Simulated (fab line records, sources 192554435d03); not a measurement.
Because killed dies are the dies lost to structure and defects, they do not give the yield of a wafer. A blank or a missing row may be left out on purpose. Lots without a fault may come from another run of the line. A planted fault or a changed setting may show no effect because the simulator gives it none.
fab line records ; flow n5_finfet
record: lots: 4; wafers: 12; last_day: 17
route steps=1938 shown PMOS_HMC_CHANNEL_EPI@84 FIN_SAQP@90 STI_FIN_REVEAL@196 BEOL_M4@1111
lots untouched by any fault: they come from a run of this same line in which no faults occurred
start_h: the number of hours between the record's first day and the start of the first shown wafer of the lot ; wait_h: time in hours since the lot's previous step ; " as in the row above ; L1.1+2: a single row standing in for several wafers ; - value missing, or start not given ; * or withheld: withheld ; < > ~ a bound
route shown NAME@n: NAME is a module with steps in the file, n the number in the route of the first one ; usual: mean/standard deviation taken from wafers without a fault ; same: alike in all rows ; chamber/n: place in a boat ; sites: the reading at each site ; _std_site: their standard deviation ; _edge_site: inner sites' mean taken away from outer sites' mean ; radius_mm: for every site, how far away it sits from the centre of the wafer ; mask NAME#n: copy n ; behind: the most recent tool/chamber to have shaped the wafer ; hold: the reason the lot was held/the length of the hold in hours/how it ended ; device: which transistor (n, p or np) failed to switch ; end of line: the tests these same wafers got at the end of their route ; for a step that has no rows: nothing shown but its recipe ; killed: not the wafer's yield, but the dies lost to structure and defects at the first sort ; map: a wafer's dies, marking killed ones x, the rest . and places with no die _
set.NAME: the setting as run; set.NAME@STEP: as run at that earlier step ; model.NAME: the simulator's own value behind a step, which no gauge read
lots at some steps of the route; a table a step, a row a wafer
services: a tool's chamber out of use, with start hour (start_h, from the record's first day; less than 0 if before it), hours out, and reason
== steps ==
step: N5_PMOS_HMC_CHANNEL_EPI_PRECLEAN_37
recipe: chemistry: O3/DIW; time_s: 45; temp_c: 22; o3_ppm: 10
step: N5_PMOS_HMC_CHANNEL_EPI_PRECLEAN_24
recipe: chemistry: DHF; time_s: 30; temp_c: 25; dilution: withheld
step: N5_PMOS_HMC_CHANNEL_EPI_SRD_25
recipe: dry: ipa_marangoni; do_ppb: 5; time_s: 30; temp_c: 23; rinse_liquid: diw
step: N5_PMOS_HMC_CHANNEL_EPI_EPI_26
recipe: material: Si; target_thk_a: 38; temp_c: 650; precursor: SiH4/H2; pressure_torr: 20; time_s: 22.7
step: N5_FIN_SAQP_PRECLEAN_42
recipe: chemistry: O3/DIW; time_s: 60; temp_c: 22; o3_ppm: 10
step: N5_FIN_SAQP_PRECLEAN_00
recipe: chemistry: SC1; time_s: 60; temp_c: 55; mix: 1:2:50
step: N5_FIN_SAQP_PRECLEAN_44
recipe: chemistry: SC2; time_s: 45; temp_c: 35; mix: 1:1:50
step: N5_FIN_SAQP_SRD_01
recipe: dry: ipa_marangoni; time_s: 30; temp_c: 23; rinse_liquid: diw
step: N5_FIN_SAQP_ALD_61
recipe: material: SiO2; target_thk_a: 40; temp_c: 300; ald_precursor_family: BDEAS; ald_co_reactant: O2-plasma; pulse_time_s: 1; purge_time_s: 2; co_reactant_purge_time_s: 2; ald_cycles: 43; pressure_torr: 2
step: N5_FIN_SAQP_DENSIFY_62
recipe: temp_c: 700; time_s: 60; ambient: N2; idle_temp_c: 600; ramp_up_c_per_s: 150; ramp_down_c_per_s: 60; cool_to_c: 600
step: N5_FIN_SAQP_HM_DEP_03
recipe: material: SiNx; target_thk_a: 380; temp_c: 400; precursor: SiH4/NH3/N2; pressure_torr: 1.5; rf_w: 300; time_s: 33.6
usual: heater_power_w: 820/120; showerhead_plenum_p_Torr: 5.11/0.056; susceptor_temp_C: 399.98/0.23; throttle_valve_pct: 39.2/1.6
lot.wafer;tool;chamber;start_h;wait_h;heater_power_w;showerhead_plenum_p_Torr;susceptor_temp_C;throttle_valve_pct;model.SiNx_of_FIN_SAQP_HM_DEP_03.thk_nm
L340.1;pecvd-04;1;38.70;0.2;951;5.08;399.94;38.4;37.71
L340.2;pecvd-04;2;38.70;0.2;983;5.02;399.41;38.2;37.2
L340.5;pecvd-04;2;38.70;0.2;969;5.03;399.66;38.1;38.51
L345.1;pecvd-04;2;68.98;0.2;837;5.03;399.86;38.1;36.78
L345.3;pecvd-04;0;68.98;0.2;895;5.16;400.26;39.8;57
L345.6;pecvd-04;2;68.98;0.2;842;5.03;400.01;38.4;57.2
L346.1;pecvd-04;2;75.63;0.2;895;5.02;399.95;38.6;37.51
L346.2;pecvd-04;1;75.63;0.2;792;5.09;400.01;38.1;36.88
L346.6;pecvd-04;0;75.63;0.2;868;5.17;399.97;39.7;57.15
L357.2;pecvd-02;1;141.02;0.2;726;5.13;399.99;40.4;37.43
L357.3;pecvd-02;2;141.02;0.2;914;5.17;399.72;38.8;37.47
L357.6;pecvd-02;1;141.02;0.2;705;5.14;399.94;40.5;37.19
step: N5_FIN_SAQP_THK_MEAS_05
usual: thk_nm: 37.7/0.47
lot.wafer;tool;chamber;start_h;wait_h;thk_nm
L340.1;film_metro-02;-;38.79;0.1;37.7
L340.2;film_metro-02;-;38.79;0.1;37.1
L340.5;film_metro-02;-;38.79;0.1;38.5
L345.1;film_metro-02;-;69.09;0.1;36.8
L345.3;film_metro-02;-;69.09;0.1;57.0
L345.6;film_metro-02;-;69.09;0.1;57.2
L346.1;film_metro-02;-;75.72;0.1;37.5
L346.2;film_metro-02;-;75.72;0.1;36.9
L346.6;film_metro-02;-;75.72;0.1;57.1
L357.2;film_metro-01;-;141.11;0.1;37.4
L357.3;film_metro-01;-;141.11;0.1;37.4
L357.6;film_metro-01;-;141.11;0.1;37.2
step: N5_FIN_SAQP_PECVD_47
recipe: material: a-Si; target_thk_a: 450; temp_c: 400; precursor: SiH4/He; pressure_torr: 3; rf_w: 100; time_s: 36.3
step: N5_FIN_SAQP_PECVD_48
recipe: material: SiNx; target_thk_a: 250; temp_c: 400; precursor: SiH4/NH3/N2; pressure_torr: 1.5; rf_w: 300; time_s: 22.1
step: N5_FIN_SAQP_PECVD_06
recipe: material: a-Si; target_thk_a: 600; temp_c: 400; precursor: SiH4/He; pressure_torr: 3; rf_w: 100; time_s: 48.1
step: N5_FIN_SAQP_HM_DEP_72
recipe: material: SiO2; target_thk_a: 120; temp_c: 400; precursor: SiH4/N2O; pressure_torr: 0.75; rf_w: 275; time_s: 7.2
step: N5_FIN_SAQP_COAT_49
recipe: resist: SOC; temp_c: 250; time_s: 60; spin_rpm: 1500; resist_thk_nm: 100
step: N5_FIN_SAQP_COAT_50
recipe: resist: SiARC; temp_c: 220; time_s: 60; spin_rpm: 1500; resist_thk_nm: 35
step: N5_FIN_SAQP_COAT_10
recipe: resist: CAR-ArF; spin_rpm: 1500; resist_thk_nm: 90
step: N5_FIN_SAQP_EBR_12
recipe: solvent: PGMEA; ebr_width_mm: 1.5
step: N5_FIN_SAQP_SOFTBAKE_11
recipe: temp_c: 110; time_s: 60; resist: CAR-ArF
step: N5_FIN_SAQP_EXPOSE_13
recipe: mask_id: FIN_CORE; na: 1.35; source_shape: dipole; sigma_inner: 0.538; sigma_outer: 0.738; polarization: te; target_cd_nm: 35.6; dose_mj: 63.25
step: N5_FIN_SAQP_PEB_14
recipe: peb_temp_c: withheld; peb_time_s: 60; resist: CAR-ArF
step: N5_FIN_SAQP_DEVELOP_15
recipe: develop_time_s: 30; developer: TMAH; resist: CAR-ArF; dev_temp_c: 23; rinse_liquid: diw; dry: air_spin
step: N5_FIN_SAQP_DESCUM_21
recipe: chemistry: O2; time_s: 7.9; source_power_w: 50; bias_power_w: 20; pressure_mtorr: 20; rf_frequency_hz: 2.712e+07; temp_c: 40; resist: CAR-ArF; o2_flow_sccm: 225
step: N5_FIN_SAQP_ETCH_51
recipe: chemistry: CF4; target: SiARC; target_depth_a: 455; mask_material: CAR-ArF; time_s: 75.8; ion_energy_ev: 80; pressure_mtorr: 40; source_w: 545; bias_w: 36; Ar_flow_sccm: 100; cf4_flow_sccm: 100; ends: cleared
step: N5_FIN_SAQP_ETCH_52
recipe: chemistry: N2/H2; target: SOC; target_depth_a: 1000; overetch_a: 200; mask_material: SiARC; temp_c: 40; time_s: 150; ion_energy_ev: 200; pressure_mtorr: 30; source_w: 840; bias_w: 150; n2_flow_sccm: 200; h2_flow_sccm: 200; ends: end_point
step: N5_FIN_SAQP_STRIP_53
recipe: chemistry: N2/H2; temp_c: 40; n2_flow_sccm: 200; h2_flow_sccm: 200; rf_frequency_hz: 6e+07
step: N5_FIN_SAQP_HM_OPEN_73
recipe: chemistry: CHF3/O2; target: SiO2; stop_on: a-Si; target_depth_a: 120; over_etch_frac: 1.8; mask_material: SOC; time_s: 16.8; pressure_mtorr: 30; source_w: 650; bias_w: 170; Ar_flow_sccm: 200; CHF3_flow_sccm: 50; O2_flow_sccm: 5; ion_energy_ev: 200; ends: end_point
step: N5_FIN_SAQP_STRIP_74
recipe: chemistry: CHF3/O2; resist: SiARC; rf_frequency_hz: 6e+07
step: N5_FIN_SAQP_MANDREL_ETCH_22
recipe: target_depth_a: 600; chemistry: HBr/Cl2; target: a-Si; stop_on: SiNx; bt_time_s: 10; over_etch_frac: 0.5; time_s: 30; pressure_mtorr: 10; icp_w: 800; bias_w: 75; HBr_flow_sccm: 150; Cl2_flow_sccm: 80; ends: end_point
step: N5_FIN_SAQP_STRIP_55
recipe: chemistry: N2/H2; power_w: 500; temp_c: 40; pressure_mtorr: 50; rf_frequency_hz: 6e+07; overash_fraction: 0.3; bias_power_w: 28; h2_frac: 0.5; n2_flow_sccm: 300; h2_flow_sccm: 300
step: N5_FIN_SAQP_STRIP_23
recipe: chemistry: SPM; time_s: 750; temp_c: 130; h2so4_h2o2_vol_ratio: 4
step: N5_FIN_SAQP_SRD_66
recipe: dry: ipa_marangoni; time_s: 30; temp_c: 23; rinse_liquid: diw
step: N5_FIN_SAQP_RECESS_75
recipe: chemistry: HF/NH3; target: SiO2; target_depth_a: 144; afs_cycles: 3; temp_c: 30; sublimation_temp_c: 180; sublimation_time_s: 60
step: N5_FIN_SAQP_SPACER1_ALD_24
recipe: material: SiO2; target_thk_a: 203; temp_c: 300; ald_precursor_family: BDEAS; ald_co_reactant: O2-plasma; pulse_time_s: 1; purge_time_s: 2; co_reactant_purge_time_s: 2; ald_cycles: 218; pressure_torr: 2
step: N5_FIN_SAQP_HM_OPEN_33
recipe: chemistry: CH3F/O2; target: SiNx; mask_material: SiO2; target_depth_a: 494; time_s: 70.6; pressure_mtorr: 30; source_w: 395; bias_w: 73; Ar_flow_sccm: 150; CH3F_flow_sccm: 30; O2_flow_sccm: 20; ion_energy_ev: 120; ends: cleared
usual: chamber_pressure_mTorr: 30.01/0.044; drypump_motor_current_A: 5.6/0.34; etch_rf_on_time_s: 69.0/1.7; oes_f_703_au: 0.80/0.095; oes_product_au: 0.68/0.084; rf_vpp_V: 297.9/2.7; showerhead_plenum_p_Torr: 2.03/0.061; throttle_valve_pct: 16.3/0.31
lot.wafer;tool;chamber;start_h;wait_h;chamber_pressure_mTorr;drypump_motor_current_A;etch_rf_on_time_s;oes_f_703_au;oes_product_au;rf_hours_counter_h;rf_vpp_V;showerhead_plenum_p_Torr;throttle_valve_pct;model.etch.depth_nm;model.FIN_SAQP.cd_nm
L340.1;rie_diel-03;2;43.47;0.0;30.00;5.7;69.7;0.69;0.60;238;299.2;1.90;16.4;36.98;8
L340.2;rie_diel-03;3;43.47;0.0;29.99;5.7;68.3;0.71;0.60;207;300.4;2.06;16.8;36.53;8.2
L340.5;rie_diel-03;2;43.47;0.0;29.96;5.7;71.4;0.69;0.60;-;298.4;1.90;16.4;37.78;8.2
L345.1;rie_diel-04;2;73.72;0.0;29.98;5.6;67.0;0.94;0.79;10;298.5;2.05;15.8;36.16;8.2
L345.3;rie_diel-04;1;73.72;0.0;29.97;5.7;107.3;0.70;0.58;223;298.6;2.06;16.5;56.32;7.8
L345.6;rie_diel-04;1;73.72;0.0;30.00;5.7;108.3;0.70;0.58;-;298.0;2.06;16.5;56.51;8
L346.1;rie_diel-04;2;81.27;0.0;29.97;5.7;67.0;0.94;0.80;12;297.2;2.05;15.8;36.78;8
L346.2;rie_diel-04;1;81.27;0.0;30.05;5.7;69.1;0.69;0.59;225;298.9;2.06;16.5;36.26;8.2
L346.6;rie_diel-04;1;81.27;0.0;30.05;5.7;107.3;0.70;0.58;-;297.9;2.06;16.5;56.41;7.8
L357.2;rie_diel-04;1;146.19;0.0;29.97;5.8;70.1;0.68;0.57;249;299.4;2.06;16.6;36.76;8
L357.3;rie_diel-04;2;146.19;0.0;29.99;5.7;67.0;0.89;0.75;34;297.9;2.04;15.8;36.74;8.2
L357.6;rie_diel-04;3;146.19;0.0;30.02;5.5;66.4;0.93;0.78;-;296.7;2.04;15.8;36.56;8.2
step: N5_FIN_SAQP_FIN_ETCH_36
recipe: chemistry: HBr/Cl2/O2; target_depth_a: 1200; mask_material: SiNx; time_s: 50.4; bias_w: 102; pressure_mtorr: 10; icp_w: 800; HBr_flow_sccm: 150; Cl2_flow_sccm: 80; O2_flow_sccm: 12
usual: chamber_pressure_mTorr: 10.000/0.01; drypump_motor_current_A: 5.9/0.43; oes_product_au: 1.006/0.017; throttle_valve_pct: 36.24/0.27
lot.wafer;tool;chamber;start_h;wait_h;chamber_pressure_mTorr;drypump_motor_current_A;oes_product_au;rf_hours_counter_h;throttle_valve_pct;model.FIN_SAQP.cd_nm
L340.1;rie_si-02;2;43.75;0.0;9.998;6.4;1.021;1;35.90;8
L340.2;rie_si-02;1;43.75;0.0;9.990;5.7;1.016;127;36.12;8.2
L340.5;rie_si-02;1;43.75;0.0;10.001;5.7;1.015;-;36.10;8.2
L345.1;rie_si-06;3;74.01;0.0;9.986;6.0;0.980;169;36.23;8
L345.3;rie_si-06;2;74.01;0.0;9.998;6.8;1.006;9;36.24;7.8
L345.6;rie_si-06;1;74.01;0.0;9.997;5.4;1.000;-;35.85;7.8
L346.1;rie_si-06;2;81.56;0.0;9.995;6.7;1.006;9;36.22;8
L346.2;rie_si-06;3;81.56;0.0;9.978;6.0;0.995;169;36.20;8
L346.6;rie_si-06;0;81.56;0.0;9.994;5.7;1.015;-;36.72;7.6
L357.2;rie_si-06;1;146.48;0.0;10.008;5.4;0.996;123;35.85;8.2
L357.3;rie_si-06;0;146.48;0.0;10.011;5.7;1.021;10;36.71;8.4
L357.6;rie_si-06;0;146.48;0.0;9.993;5.7;1.020;-;36.72;8.2
step: N5_STI_FIN_REVEAL_RECESS_09
recipe: chemistry: HF/NH3; target: SiO2; afs_cycles: 11; target_depth_a: 425; temp_c: 30; sublimation_temp_c: 180; sublimation_time_s: 60
usual: drypump_motor_current_A: 5.67/0.23
same: sublimation_time_s: 60
lot.wafer;tool;chamber;start_h;wait_h;drypump_motor_current_A;model.SiNx_of_FIN_SAQP_HM_DEP_03.thk_nm
L340.1;vapor_etch-02;0;51.55;0.0;5.32;18
L340.2;vapor_etch-02;1;51.55;0.0;5.76;17.2
L340.5;vapor_etch-02;0;52.61;1.1;5.32;18.4
L345.1;vapor_etch-01;1;81.67;0.0;5.90;17.2
L345.3;vapor_etch-01;1;81.67;0.0;5.91;37.4
L345.6;vapor_etch-01;1;81.67;0.0;5.90;37.4
L346.1;vapor_etch-02;0;89.68;0.0;5.33;17.8
L346.2;vapor_etch-02;1;89.68;0.0;5.76;17
L346.6;vapor_etch-02;0;90.74;1.1;5.35;37.2
L357.2;vapor_etch-02;0;154.15;0.0;5.34;17.4
L357.3;vapor_etch-02;1;154.15;0.0;5.78;17.4
L357.6;vapor_etch-02;1;154.15;0.0;5.78;17.4
step: N5_BEOL_M4_RC_MEAS_101
usual: DIBL_N: 36.4/1.4; DIBL_P: 36.3/1.8; IOFF_N: 0.163/0.024; IOFF_P: 0.21/0.034; ION_N: 673/11; ION_P: 461/7.4; SS_N: 71.6/0.52; SS_P: 73.3/0.58; VT_N: 249.4/2.5; VT_P: -250/3.5
lot.wafer;tool;chamber;start_h;wait_h;DIBL_N[mV/V];DIBL_P[mV/V];IOFF_N[nA/um];IOFF_P[nA/um];ION_N[uA/um];ION_P[uA/um];SS_N[mV/dec];SS_P[mV/dec];VT_N[mV];VT_P[mV]
L340.1;prober-02;0;185.89;0.0;35.0;34.8;0.139;0.17;670;451;70.5;72.4;250.9;-254
L340.2;prober-02;0;185.89;0.0;37.5;38.6;0.190;0.22;685;464;71.5;73.7;244.7;-250
L340.5;prober-02;0;185.89;0.0;37.7;38.4;0.194;0.22;670;456;72.1;73.8;245.4;-251
L345.1;prober-02;0;212.28;0.0;35.1;36.5;0.148;0.23;663;463;71.6;73.5;250.2;-251
L345.3;prober-02;0;212.28;0.0;33.7;33.9;0.118;0.19;662;461;71.4;73.2;254.5;-250
L345.6;prober-02;0;212.28;0.0;33.6;33.6;0.119;0.18;653;456;71.5;72.6;255.7;-252
L346.1;prober-01;0;224.94;0.0;35.1;35.1;0.141;0.18;661;451;71.4;73.3;252.1;-255
L346.2;prober-01;0;224.94;0.0;35.3;36.1;0.152;0.20;667;458;71.4;72.9;250.6;-251
L346.6;prober-01;0;224.94;0.0;33.2;33.0;0.109;0.15;652;446;70.8;72.5;256.2;-255
L357.2;prober-01;0;286.57;0.2;37.4;37.1;0.166;0.23;674;464;72.2;73.5;248.7;-248
L357.3;prober-01;0;286.57;0.2;38.9;38.8;0.193;0.27;688;467;71.9;73.6;249.4;-247
L357.6;prober-01;0;286.57;0.2;39.5;39.1;0.201;0.27;686;471;72.2;74.1;247.1;-244
== services ==
tool;chamber;start_h;hours;kind
rie_si-06;3;16.62;3.0;repair
rie_diel-04;2;18.60;-;clean
rie_diel-04;2;18.60;-;consumable_replace:focus_ring
rie_diel-04;2;18.60;32.3;scheduled_down
rie_diel-04;2;18.60;32.3;vent_cycle
rie_diel-03;3;22.21;6.4;repair
vapor_etch-02;-;25.63;0.5;repair
rie_si-06;3;29.52;1.1;repair
rie_si-06;2;46.95;3.9;repair
pecvd-04;1;59.50;10.1;repair
rie_diel-04;3;66.26;-;clean
rie_diel-04;3;66.26;-;consumable_replace:focus_ring
rie_diel-04;3;66.26;13.0;scheduled_down
rie_diel-04;3;66.26;13.0;vent_cycle
vapor_etch-02;-;82.38;2.8;pm
vapor_etch-02;-;95.42;0.1;repair
rie_diel-03;0;111.09;14.0;repair
rie_si-02;2;112.56;4.6;repair
pecvd-04;0;124.85;5.0;scheduled_down
pecvd-04;-;127.70;0.8;pm
pecvd-02;-;137.13;1.7;repair
rie_diel-04;1;149.34;-;clean
rie_diel-04;1;149.34;-;consumable_replace:focus_ring
rie_diel-04;1;149.34;18.4;scheduled_down
== key ==
first_sign: step: N5_FIN_SAQP_THK_MEAS_05; reading: thk_nm; direction: up; sigmas: 41; usual: *; struck: *
effect: step: N5_FIN_SAQP_HM_OPEN_33; reading: etch_rf_on_time_s; direction: up; sigmas: 23; usual: *; struck: *
effect: step: N5_BEOL_M4_RC_MEAS_101; reading: VT_N; direction: up; sigmas: 2.4; usual: 249.4; struck: 255.5; wafers_moved: 1
effect: step: N5_BEOL_M4_RC_MEAS_101; reading: DIBL_N; direction: down; sigmas: 2.1; usual: 36.4; struck: 33.5
model_effect: step: N5_FIN_SAQP_HM_DEP_03; value: SiNx_of_FIN_SAQP_HM_DEP_03.thk_nm; without: 37.4; struck: 57.11
model_effect: step: N5_FIN_SAQP_HM_OPEN_33; value: etch.depth_nm; without: 36.7; struck: 56.41
model_effect: step: N5_FIN_SAQP_FIN_ETCH_36; value: FIN_SAQP.cd_nm; without: 8.133; struck: 7.733
model_effect: step: N5_STI_FIN_REVEAL_RECESS_09; value: SiNx_of_FIN_SAQP_HM_DEP_03.thk_nm; without: 17.53; struck: 37.33
met_at N5_FIN_SAQP_HM_DEP_03
struck_wafers L345.3,L345.6,L346.6
onset_between 38.70 68.98
fault: kind: process_parameter_drift; tool: pecvd-04; chamber: -; onset_h: 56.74; steps: N5_FIN_SAQP_HM_DEP_03; channel: time_s; offset: *; shape: step; end_h: 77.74; scope: struck_wafers_only; acts_in: *; stated: *
